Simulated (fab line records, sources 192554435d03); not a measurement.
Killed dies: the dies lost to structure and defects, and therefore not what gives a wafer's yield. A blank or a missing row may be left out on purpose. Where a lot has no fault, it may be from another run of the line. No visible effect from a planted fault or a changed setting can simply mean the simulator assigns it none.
fab line records | flow n5_finfet
[record] lots = 7 | wafers = 21
route steps=1938 shown BEOL_M13@1665 BEOL_M14@1742 BEOL_M15@1820 MIM_BOT_LITHO@1858 PASSIVATION@1929
start_h: start of the lot's first displayed wafer, in hours after the record's first day | wait_h: how many hours have passed since the lot's step before this one | " unchanged from the row above | L1.1+2: a row that stands for several wafers | - no value, or no start given | * or withheld: withheld | < > ~ a bound
route shown NAME@n: NAME is a module with steps in the file, n the number in the route of the first one | usual: mean/standard deviation taken from wafers without a fault | same: alike in all rows | chamber/n: place in a boat | sites: the reading at each site | _std_site: standard deviation of those values | _edge_site: inner sites' mean taken away from outer sites' mean | radius_mm: for every site, how far away it sits from the centre of the wafer | mask NAME#n: copy n | behind: tool/chamber where the wafer was last shaped | hold: cause of the lot's hold/its duration in hours/its outcome | device: the transistor (n, p or np) that didn't switch | end of line: tests run on the same wafers once the route is complete | a step without rows: its recipe alone | killed: dies that structure and defects cost at the first sort, which is not the same as the wafer's yield | map: dies across one wafer; x = killed, . = not, _ = none there
set.NAME: the run value of the setting; set.NAME@STEP: its run value at that earlier step | model.NAME: the simulator's own value behind a step, which no gauge read
lots where settings were altered on purpose, with a table for each step and a row for each wafer
[[steps]]
[step N5_BEOL_M13_EXPOSE_07]
[recipe] mask_id = V12 | na = 0.93 | source_shape = conventional | sigma_outer = 0.6 | polarization = unpolarized | attpsm_phase_deg = 180 | dose_mj = 24.8
lot.wafer  | tool           | chamber | start_h | wait_h | mask  | set.dose_mj
L081.1+4   | krf_scanner-02 | 0       | 267.60  | -      | V12#0 | 24.8
L081.3     | "              | 0       | "       | "      | V12#0 | 26
L080.1+5   | krf_scanner-01 | 0       | 267.87  | -      | V12#0 | 24.8
L080.2     | "              | 0       | "       | "      | V12#0 | 25.67
L091.2+5+6 | krf_scanner-01 | 0       | 335.10  | -      | V12#0 | 24.8
L090.1+5   | krf_scanner-02 | 0       | 335.25  | -      | V12#0 | 24.8
L090.6     | "              | 0       | "       | "      | V12#0 | 24.1
L093.2+5   | krf_scanner-02 | 0       | 349.12  | -      | V12#0 | 24.29
L093.6     | "              | 0       | "       | "      | V12#0 | 24.8
L096.1+2   | krf_scanner-02 | 0       | 369.69  | -      | V12#0 | 24.8
L096.3     | "              | 0       | "       | "      | V12#0 | 24.09
L097.2+4   | krf_scanner-02 | 0       | 375.74  | -      | V12#0 | 24.8
L097.6     | "              | 0       | "       | "      | V12#0 | 26.34
[step N5_BEOL_M13_PEB_08]
[recipe] peb_temp_c = 130 | peb_time_s = 90
[step N5_BEOL_M13_DEVELOP_09]
[recipe] develop_time_s = 45 | rinse_liquid = diw | dry = air_spin | dev_temp_c = 21
[step N5_BEOL_M13_HARDBAKE_14]
[recipe] temp_c = 130 | time_s = 120
[step N5_BEOL_M13_CD_MEAS_10]
[recipe] target_cd_nm = 190 | landing_energy_ev = 500 | detector = se_inlens | polarity = opening
[usual] cd_nm = 189.8/1.5
lot.wafer | tool      | chamber | start_h | wait_h | set.dose_mj@BEOL_M13_EXPOSE_07 | cd_nm
L081.1    | cd_sem-03 | 0       | 267.77  | -      | 24.8                           | 191.2
L081.3    | "         | 0       | "       | "      | 26                             | 194.7
L081.4    | "         | 0       | "       | "      | 24.8                           | 191.9
L080.1    | cd_sem-02 | 0       | 268.04  | -      | 24.8                           | 192.3
L080.2    | "         | 0       | "       | "      | 25.67                          | 196.0
L080.5    | "         | 0       | "       | "      | 24.8                           | 193.1
L091.2    | cd_sem-01 | 0       | 335.27  | -      | 24.8                           | 189.5
L091.5    | "         | 0       | "       | "      | 24.8                           | 189.2
L091.6    | "         | 0       | "       | "      | 24.8                           | 189.8
L090.1    | cd_sem-02 | 0       | 335.43  | -      | 24.8                           | 189.6
L090.5    | "         | 0       | "       | "      | 24.8                           | 190.0
L090.6    | "         | 0       | "       | "      | 24.1                           | 186.0
L093.2    | cd_sem-02 | 0       | 349.29  | -      | 24.29                          | 187.1
L093.5    | "         | 0       | "       | "      | 24.29                          | 185.9
L093.6    | "         | 0       | "       | "      | 24.8                           | 189.5
L096.1    | cd_sem-01 | 0       | 369.86  | -      | 24.8                           | 190.5
L096.2    | "         | 0       | "       | "      | 24.8                           | 188.4
L096.3    | "         | 0       | "       | "      | 24.09                          | 187.1
L097.2    | cd_sem-01 | 0       | 375.91  | -      | 24.8                           | 191.1
L097.4    | "         | 0       | "       | "      | 24.8                           | 187.4
L097.6    | "         | 0       | "       | "      | 26.34                          | 196.9
[step N5_BEOL_M13_DESCUM_15]
[recipe] chemistry = O2 | time_s = 7.9 | source_power_w = 50 | bias_power_w = 20 | pressure_mtorr = 20 | rf_frequency_hz = 2.712e+07 | temp_c = 40 | o2_flow_sccm = 225
[step N5_BEOL_M13_ETCH_59]
[recipe] chemistry = N2/H2 | target = BARC | target_depth_a = 890 | overetch_a = 267 | time_s = 67.9 | ion_energy_ev = 200 | pressure_mtorr = 30 | source_w = 840 | bias_w = 150 | n2_flow_sccm = 200 | h2_flow_sccm = 200
lot.wafer | tool        | chamber | start_h | wait_h | set.spin_rpm@BEOL_M13_COAT_04 | model.coat_of_BEOL_M13_COAT_04.thk_nm
L081.1    | rie_diel-06 | 3       | 267.90  | 0.0    | 1756                          | 302.6
L081.3    | "           | 2       | "       | "      | 1625                          | 314.4
L081.4    | "           | 0       | "       | "      | 1625                          | 319.6
L080.1    | rie_diel-02 | 1       | 268.16  | 0.0    | 1625                          | 315.6
L080.2    | "           | 2       | "       | "      | 1625                          | 319.8
L080.5    | "           | 0       | "       | "      | 1625                          | 317.2
L091.2    | rie_diel-02 | 0       | 335.39  | 0.0    | 1625                          | 318.2
L091.5    | "           | 1       | "       | "      | 1625                          | 316.4
L091.6    | "           | 2       | "       | "      | 1625                          | 321.8
L090.1    | rie_diel-06 | 1       | 335.55  | 0.0    | 1625                          | 319.6
L090.5    | "           | 0       | "       | "      | 1489                          | 337.4
L090.6    | "           | 2       | "       | "      | 1489                          | 331.6
L093.2    | rie_diel-02 | 0       | 349.41  | 0.0    | 1625                          | 318
L093.5    | "           | 3       | "       | "      | 1625                          | 317.6
L093.6    | "           | 1       | "       | "      | 1625                          | 316.4
L096.1    | rie_diel-05 | 1       | 370.05  | 0.0    | 1625                          | 316.8
L096.2    | "           | 0       | "       | "      | 1625                          | 318.4
L096.3    | "           | 2       | "       | "      | 1625                          | 317.2
L097.2    | rie_diel-02 | 3       | 376.03  | 0.0    | 1552                          | 326.8
L097.4    | "           | 0       | "       | "      | 1625                          | 318.2
L097.6    | "           | 0       | "       | "      | 1552                          | 325.6
[step N5_BEOL_M14_EXPOSE_25]
[recipe] mask_id = M14 | na = 0.8 | source_shape = annular | sigma_inner = 0.5 | sigma_outer = 0.8 | polarization = unpolarized | target_cd_nm = 280 | dose_mj = 26.6
lot.wafer  | tool           | chamber | start_h | wait_h | mask  | set.dose_mj
L081.1+3+4 | krf_scanner-01 | 0       | 276.74  | -      | M14#0 | 26.6
L080.1     | krf_scanner-01 | 0       | 277.65  | -      | M14#0 | 25.03
L080.2+5   | "              | 0       | "       | "      | M14#0 | 26.6
L090.1+6   | krf_scanner-01 | 0       | 343.40  | -      | M14#0 | 26.08
L090.5     | "              | 0       | "       | "      | M14#0 | 26.6
L091.2+5+6 | krf_scanner-02 | 0       | 346.79  | -      | M14#0 | 26.6
L093.2     | krf_scanner-01 | 0       | 358.47  | -      | M14#0 | 28.33
L093.5+6   | "              | 0       | "       | "      | M14#0 | 26.6
L096.1     | krf_scanner-02 | 0       | 377.13  | -      | M14#0 | 27.21
L096.2+3   | "              | 0       | "       | "      | M14#0 | 26.6
L097.2+4+6 | krf_scanner-01 | 0       | 381.85  | -      | M14#0 | 27.93
[step N5_BEOL_M14_PEB_26]
[recipe] peb_temp_c = 130 | peb_time_s = 90
[step N5_BEOL_M14_DEVELOP_27]
[recipe] develop_time_s = 45 | rinse_liquid = diw | dry = air_spin | dev_temp_c = 21
[step N5_BEOL_M14_HARDBAKE_32]
[recipe] temp_c = 130 | time_s = 120
[step N5_BEOL_M14_CD_MEAS_28]
[recipe] target_cd_nm = 284.4 | landing_energy_ev = 500 | detector = se_inlens
[usual] cd_nm = 284.8/2.1
lot.wafer | tool      | chamber | start_h | wait_h | set.dose_mj@BEOL_M14_EXPOSE_25 | cd_nm
L081.1    | cd_sem-03 | 0       | 276.91  | -      | 26.6                           | 286.0
L081.3    | "         | 0       | "       | "      | 26.6                           | 284.2
L081.4    | "         | 0       | "       | "      | 26.6                           | 284.0
L080.1    | cd_sem-03 | 0       | 277.82  | -      | 25.03                          | 275.6
L080.2    | "         | 0       | "       | "      | 26.6                           | 287.9
L080.5    | "         | 0       | "       | "      | 26.6                           | 287.7
L090.1    | cd_sem-01 | 0       | 343.58  | -      | 26.08                          | 281.4
L090.5    | "         | 0       | "       | "      | 26.6                           | 285.5
L090.6    | "         | 0       | "       | "      | 26.08                          | 282.8
L091.2    | cd_sem-02 | 0       | 346.96  | -      | 26.6                           | 284.1
L091.5    | "         | 0       | "       | "      | 26.6                           | 286.1
L091.6    | "         | 0       | "       | "      | 26.6                           | 283.3
L093.2    | cd_sem-03 | 0       | 358.63  | -      | 28.33                          | 294.4
L093.5    | "         | 0       | "       | "      | 26.6                           | 284.8
L093.6    | "         | 0       | "       | "      | 26.6                           | 284.1
L096.1    | cd_sem-01 | 0       | 377.30  | -      | 27.21                          | 291.3
L096.2    | "         | 0       | "       | "      | 26.6                           | 286.7
L096.3    | "         | 0       | "       | "      | 26.6                           | 288.9
L097.2    | cd_sem-03 | 0       | 382.02  | -      | 27.93                          | 290.5
L097.4    | "         | 0       | "       | "      | 27.93                          | 292.0
L097.6    | "         | 0       | "       | "      | 27.93                          | 293.0
[step N5_BEOL_M14_DESCUM_33]
[recipe] chemistry = O2 | time_s = 7.9 | source_power_w = 50 | bias_power_w = 20 | pressure_mtorr = 20 | rf_frequency_hz = 2.712e+07 | temp_c = 40 | o2_flow_sccm = 225
lot.wafer | tool        | chamber | start_h | wait_h | set.time_s | set.dose_mj@BEOL_M14_EXPOSE_25 | model.BEOL_M14.cd_nm
L081.1    | rie_diel-04 | 3       | 277.17  | 0.2    | 7.9        | 26.6                           | 286.2
L081.3    | "           | 2       | "       | "      | 9.615      | 26.6                           | 284.4
L081.4    | "           | 0       | "       | "      | 9.615      | 26.6                           | 284.2
L080.1    | rie_diel-04 | 3       | 277.91  | 0.0    | 7.9        | 25.03                          | 275.6
L080.2    | "           | 2       | "       | "      | 7.9        | 26.6                           | 288.4
L080.5    | "           | 0       | "       | "      | 7.9        | 26.6                           | 288
L090.1    | rie_diel-01 | 0       | 343.66  | 0.0    | 7.9        | 26.08                          | 281.2
L090.5    | "           | 0       | "       | "      | 7.9        | 26.6                           | 285.6
L090.6    | "           | 1       | "       | "      | 7.9        | 26.08                          | 283.2
L091.2    | rie_diel-01 | 1       | 347.05  | 0.0    | 7.9        | 26.6                           | 284.4
L091.5    | "           | 2       | "       | "      | 7.9        | 26.6                           | 285.8
L091.6    | "           | 0       | "       | "      | 7.9        | 26.6                           | 283
L093.2    | rie_diel-01 | 3       | 358.72  | 0.0    | 7.9        | 28.33                          | 294.2
L093.5    | "           | 2       | "       | "      | 8.715      | 26.6                           | 284.6
L093.6    | "           | 1       | "       | "      | 7.9        | 26.6                           | 284.4
L096.1    | rie_diel-01 | 0       | 377.39  | 0.0    | 7.9        | 27.21                          | 291.8
L096.2    | "           | 2       | "       | "      | 7.9        | 26.6                           | 286.4
L096.3    | "           | 1       | "       | "      | 7.107      | 26.6                           | 289
L097.2    | rie_diel-04 | 2       | 382.15  | 0.1    | 7.9        | 27.93                          | 290.4
L097.4    | "           | 3       | "       | "      | 7.043      | 27.93                          | 291.6
L097.6    | "           | 2       | "       | "      | 7.9        | 27.93                          | 292.6
[step N5_BEOL_M14_ETCH_67]
[recipe] chemistry = CF4 | target = SiARC | target_depth_a = 1430 | time_s = 238.3 | ion_energy_ev = 80 | pressure_mtorr = 40 | source_w = 545 | bias_w = 36 | Ar_flow_sccm = 100 | cf4_flow_sccm = 100 | ends = cleared
lot.wafer | tool        | chamber | start_h | wait_h | set.dose_mj@BEOL_M14_EXPOSE_25 | model.BEOL_M14.cd_nm
L081.1    | rie_diel-04 | 3       | 277.21  | 0.0    | 26.6                           | 283.6
L081.3    | "           | 2       | "       | "      | 26.6                           | 279.8
L081.4    | "           | 0       | "       | "      | 26.6                           | 279.6
L080.1    | rie_diel-04 | 3       | 277.94  | 0.0    | 25.03                          | 272.8
L080.2    | "           | 2       | "       | "      | 26.6                           | 283.6
L080.5    | "           | 0       | "       | "      | 26.6                           | 283
L090.1    | rie_diel-01 | 0       | 343.70  | 0.0    | 26.08                          | 276.2
L090.5    | "           | 0       | "       | "      | 26.6                           | 280.2
L090.6    | "           | 1       | "       | "      | 26.08                          | 279.2
L091.2    | rie_diel-01 | 1       | 347.09  | 0.0    | 26.6                           | 278.8
L091.5    | "           | 2       | "       | "      | 26.6                           | 281.2
L091.6    | "           | 0       | "       | "      | 26.6                           | 278.2
L093.2    | rie_diel-01 | 3       | 358.76  | 0.0    | 28.33                          | 290.4
L093.5    | "           | 2       | "       | "      | 26.6                           | 280.2
L093.6    | "           | 1       | "       | "      | 26.6                           | 279.4
L096.1    | rie_diel-01 | 0       | 377.42  | 0.0    | 27.21                          | 285.2
L096.2    | "           | 2       | "       | "      | 26.6                           | 281.4
L096.3    | "           | 1       | "       | "      | 26.6                           | 283.8
L097.2    | rie_diel-04 | 2       | 382.19  | 0.0    | 27.93                          | 285.8
L097.4+6  | "           | 3,2     | "       | "      | 27.93                          | 288
[step N5_BEOL_M15_SPUTTER_44]
[recipe] material = Ta | target_thk_a = 150 | temp_c = 50 | bias_v = 80 | power_w = 15000 | chamber_pressure_pa = 0.07 | time_s = 24.19
lot.wafer | tool           | chamber | start_h | wait_h | set.power_w | model.Ta_of_BEOL_M15_SPUTTER_44.thk_nm
L081.1    | pvd_sputter-02 | -       | 289.34  | 0.0    | 15000       | 15
L081.3    | "              | -       | "       | "      | 13550       | 13.6
L081.4    | "              | -       | "       | "      | 15000       | 15.4
L080.1    | pvd_sputter-01 | -       | 289.43  | 0.0    | 15000       | 14.4
L080.2+5  | "              | -       | "       | "      | 15000       | 14.8
L090.1    | pvd_sputter-03 | -       | 353.28  | 0.0    | 15000       | 15
L090.5    | "              | -       | "       | "      | 14020       | 14.2
L090.6    | "              | -       | "       | "      | 14020       | 14
L091.2+6  | pvd_sputter-01 | -       | 355.29  | 0.0    | 15000       | 14.8
L091.5    | "              | -       | "       | "      | 15000       | 15
L093.2+6  | pvd_sputter-03 | -       | 367.67  | 0.0    | 15000       | 15.4
L093.5    | "              | -       | "       | "      | 15000       | 15.2
L096.1    | pvd_sputter-02 | -       | 387.53  | 0.0    | 15000       | 15.2
L096.2+3  | "              | -       | "       | "      | 15000       | 15
L097.2    | pvd_sputter-03 | -       | 399.84  | 0.0    | 13420       | 13.8
L097.4    | "              | -       | "       | "      | 15000       | 15.2
L097.6    | "              | -       | "       | "      | 15000       | 15
[step N5_MIM_BOT_LITHO_EXPOSE_05]
[recipe] mask_id = MIM_BOT | na = 0.55 | source_shape = conventional | sigma_outer = 0.8 | polarization = unpolarized | dose_mj = 24.25
lot.wafer  | tool           | chamber | start_h | wait_h | mask      | set.dose_mj
L081.1+3+4 | krf_scanner-02 | 0       | 295.46  | -      | MIM_BOT#0 | 24.25
L080.1     | krf_scanner-01 | 0       | 297.82  | -      | MIM_BOT#0 | 24.25
L080.2+5   | "              | 0       | "       | "      | MIM_BOT#0 | 25.03
L090.1+6   | krf_scanner-02 | 0       | 360.14  | -      | MIM_BOT#0 | 24.25
L090.5     | "              | 0       | "       | "      | MIM_BOT#0 | 22.61
L091.2+5+6 | krf_scanner-02 | 0       | 362.46  | -      | MIM_BOT#0 | 24.25
L093.2+5   | krf_scanner-02 | 0       | 372.47  | -      | MIM_BOT#0 | 24.25
L093.6     | "              | 0       | "       | "      | MIM_BOT#0 | 24.99
L096.1+2   | krf_scanner-01 | 0       | 393.54  | -      | MIM_BOT#0 | 23.54
L096.3     | "              | 0       | "       | "      | MIM_BOT#0 | 24.25
L097.2     | krf_scanner-02 | 0       | 407.09  | -      | MIM_BOT#0 | 25.48
L097.4+6   | "              | 0       | "       | "      | MIM_BOT#0 | 24.25
[step N5_MIM_BOT_LITHO_DEVELOP_07]
[recipe] develop_time_s = 60 | rinse_liquid = diw | dry = air_spin | dev_temp_c = 21
lot.wafer  | tool           | chamber | start_h | wait_h | set.develop_time_s
L081.1+3   | litho_track-01 | 0       | -       | -      | 60
L081.4     | "              | 0       | "       | "      | 69.95
L080.1+5   | litho_track-02 | 0       | -       | -      | 66.72
L080.2     | "              | 0       | "       | "      | 60
L090.1     | litho_track-02 | 0       | -       | -      | 60
L090.5+6   | "              | 0       | "       | "      | 48.31
L091.2+5+6 | litho_track-04 | 0       | -       | -      | 60
L093.2+6   | litho_track-01 | 0       | -       | -      | 50.95
L093.5     | "              | 0       | "       | "      | 60
L096.1+3   | litho_track-02 | 0       | -       | -      | 60
L096.2     | "              | 0       | "       | "      | 47.23
L097.2+4   | litho_track-04 | 0       | -       | -      | 60
L097.6     | "              | 0       | "       | "      | 53.29
[step N5_MIM_BOT_LITHO_HARDBAKE_09]
[recipe] temp_c = 130 | time_s = 120
[step N5_MIM_BOT_LITHO_CD_MEAS_08]
[recipe] target_cd_nm = 3000 | landing_energy_ev = 500 | detector = se_inlens | polarity = opening
[usual] cd_nm = 2998.9/2.8
lot.wafer | tool      | chamber | start_h | wait_h | set.dose_mj@MIM_BOT_LITHO_EXPOSE_05 | cd_nm
L081.1    | cd_sem-02 | 0       | 295.64  | -      | 24.25                               | 2991.8
L081.3    | "         | 0       | "       | "      | 24.25                               | 2994.6
L081.4    | "         | 0       | "       | "      | 24.25                               | 2998.4
L080.1    | cd_sem-01 | 0       | 298.00  | -      | 24.25                               | 3003.1
L080.2    | "         | 0       | "       | "      | 25.03                               | 3002.3
L080.5    | "         | 0       | "       | "      | 25.03                               | 3002.7
L090.1    | cd_sem-01 | 0       | 360.31  | -      | 24.25                               | 3000.8
L090.5    | "         | 0       | "       | "      | 22.61                               | 2983.0
L090.6    | "         | 0       | "       | "      | 24.25                               | 2997.5
L091.2    | cd_sem-03 | 0       | 362.63  | -      | 24.25                               | 3002.6
L091.5    | "         | 0       | "       | "      | 24.25                               | 3000.9
L091.6    | "         | 0       | "       | "      | 24.25                               | 3003.2
L093.2    | cd_sem-01 | 0       | 372.65  | -      | 24.25                               | 2994.6
L093.5    | "         | 0       | "       | "      | 24.25                               | 2993.3
L093.6    | "         | 0       | "       | "      | 24.99                               | 2998.9
L096.1    | cd_sem-03 | 0       | 393.71  | -      | 23.54                               | 2989.5
L096.2    | "         | 0       | "       | "      | 23.54                               | 2988.7
L096.3    | "         | 0       | "       | "      | 24.25                               | 2995.7
L097.2    | cd_sem-03 | 0       | 407.26  | -      | 25.48                               | 3013.1
L097.4    | "         | 0       | "       | "      | 24.25                               | 3005.3
L097.6    | "         | 0       | "       | "      | 24.25                               | 3000.2
[step N5_PASSIVATION_PASS_ETCH_47]
[recipe] chemistry = CF4/O2 | target = SiNx | target_depth_a = 7700 | time_s = 385 | ion_energy_ev = 100 | pressure_mtorr = 40 | source_w = 535 | bias_w = 49 | Ar_flow_sccm = 100 | cf4_flow_sccm = 100 | O2_flow_sccm = 10
lot.wafer | tool        | chamber | start_h | wait_h | set.time_s | model.etch.depth_nm
L081.1    | rie_diel-04 | 2       | 302.69  | 0.0    | 441.4      | 950.3
L081.3    | "           | 3       | "       | "      | 441.4      | 913
L081.4    | "           | 0       | "       | "      | 385        | 755.4
L080.1    | rie_diel-01 | 2       | 303.34  | 0.0    | 385        | 762.1
L080.2    | "           | 0       | "       | "      | 385        | 775.3
L080.5    | "           | 3       | "       | "      | 385        | 764.1
L090.1    | rie_diel-01 | 1       | 365.36  | 0.0    | 385        | 768.3
L090.5    | "           | 3       | "       | "      | 317.9      | 636.3
L090.6    | "           | 0       | "       | "      | 317.9      | 622.9
L091.2    | rie_diel-01 | 0       | 368.93  | 0.0    | 385        | 766.9
L091.5    | "           | 2       | "       | "      | 385        | 763.5
L091.6    | "           | 1       | "       | "      | 385        | 774
L093.2    | rie_diel-03 | 1       | 377.87  | 0.0    | 385        | 812
L093.5    | "           | 2       | "       | "      | 442.2      | 916
L093.6    | "           | 3       | "       | "      | 442.2      | 870.6
L096.1    | rie_diel-04 | 2       | 402.15  | 0.0    | 385        | 815
L096.2    | "           | 0       | "       | "      | 385        | 747.3
L096.3    | "           | 1       | "       | "      | 385        | 758.1
L097.2    | rie_diel-01 | 0       | 414.11  | 0.0    | 385        | 768
L097.4    | "           | 1       | "       | "      | 385        | 775.1
L097.6    | "           | 2       | "       | "      | 439.5      | 859.1
[[key]]
[split] step = N5_BEOL_M13_EXPOSE_07 | setting = dose_mj | stated = 24.8 | by = wafer
[response] step = N5_BEOL_M13_CD_MEAS_10 | reading = cd_nm | change = +1.03 | per = 1% | r = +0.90
[split] step = N5_BEOL_M14_EXPOSE_25 | setting = dose_mj | stated = 26.6 | by = wafer
[response] step = N5_BEOL_M14_CD_MEAS_28 | reading = cd_nm | change = +1.76 | per = 1% | r = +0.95
[response] step = N5_BEOL_M14_DESCUM_33 | reading = model.BEOL_M14.cd_nm | change = +1.78 | per = 1% | r = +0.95
[response] step = N5_BEOL_M14_ETCH_67 | reading = model.BEOL_M14.cd_nm | change = +1.64 | per = 1% | r = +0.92
[split] step = N5_BEOL_M14_DESCUM_33 | setting = time_s | stated = 7.9 | by = wafer
response none clear
[split] step = N5_BEOL_M15_SPUTTER_44 | setting = power_w | stated = 15000 | by = wafer
[response] step = N5_BEOL_M15_SPUTTER_44 | reading = model.Ta_of_BEOL_M15_SPUTTER_44.thk_nm | change = +0.142 | per = 1% | r = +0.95
[split] step = N5_MIM_BOT_LITHO_EXPOSE_05 | setting = dose_mj | stated = 24.25 | by = wafer
[response] step = N5_MIM_BOT_LITHO_CD_MEAS_08 | reading = cd_nm | change = +1.95 | per = 1% | r = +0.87
[split] step = N5_MIM_BOT_LITHO_DEVELOP_07 | setting = develop_time_s | stated = 60 | by = wafer
response none clear
[split] step = N5_PASSIVATION_PASS_ETCH_47 | setting = time_s | stated = 385 | by = wafer
[response] step = N5_PASSIVATION_PASS_ETCH_47 | reading = model.etch.depth_nm | change = +7.93 | per = 1% | r = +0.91
split outside_this_file step=N5_BEOL_M13_COAT_04 setting=spin_rpm
// split outside_this_file: this setting was split too, and the file shows its column; the key of that split is in another file
